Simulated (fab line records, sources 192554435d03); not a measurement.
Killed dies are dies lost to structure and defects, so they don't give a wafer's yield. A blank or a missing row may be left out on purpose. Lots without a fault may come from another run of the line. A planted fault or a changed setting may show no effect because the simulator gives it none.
Which tool did it? | flow n5_finfet | 14 lots, 41 wafers sampled, at 1 step of a route of 1938

WHAT THE GAUGES READ, wafer by wafer
N5_BEOL_M13_THK_MEAS_50: measures by xrf. Usual: M13_THK 427 nm, standard deviation 9.1.
lot  | measured     | on            | M13_THK (nm) | flag
L893 | day 10 20:14 | film_metro-02 | 415 426 427  |
L895 | day 11 06:23 | film_metro-01 | 437 423 439  |
L894 | day 11 09:53 | film_metro-01 | 431 429      |
L897 | day 12 00:50 | film_metro-02 | 409 424 417  |
L898 | day 12 12:57 | film_metro-01 | 440 439 444  |
L900 | day 13 06:40 | film_metro-01 | 424 430 432  |
L906 | day 14 21:37 | film_metro-01 | 426 438 433  |
L911 | day 15 06:08 | film_metro-02 | 434 430 435  |
L908 | day 15 06:24 | film_metro-01 | 421 431 450  |
L910 | day 15 06:40 | film_metro-01 | 433 435 432  |
L914 | day 16 02:11 | film_metro-01 | 433 423 438  |
L912 | day 16 02:19 | film_metro-02 | 413 410 432  |
L916 | day 16 16:25 | film_metro-01 | 426 425 416  |
L915 | day 16 20:31 | film_metro-01 | 446 425 430  |

WHICH TOOL RAN EACH LOT (tool, then ch and the chambers of the sampled wafers, then the start)
The record holds no process step before these readings.

WHAT THE TOOLS THEMSELVES READ (means of the sampled wafers that have a number; where no wafer has one, the mark that the record gives instead)
The record holds no such reading with a usual standard deviation.

THE ANSWER, worked out from the rows above alone
Rule: a lot is off if the mean of its wafers that have a number lies more than 3 standard deviations from the usual mean. A lot without any number at a reading at which 4 lots or more have one is off too. The other lots that the step has rows for count as sound. The gauges are gone through in route order, then the tools' own readings, and for those a lot's mean is taken as printed above. The first step at which some lot is off is used, and at that step the reading that is off furthest; a lot without a number counts as furthest.
No lot is off at any reading shown: from this, nothing can be told.

WHAT THE SIMULATOR HAD PUT IN
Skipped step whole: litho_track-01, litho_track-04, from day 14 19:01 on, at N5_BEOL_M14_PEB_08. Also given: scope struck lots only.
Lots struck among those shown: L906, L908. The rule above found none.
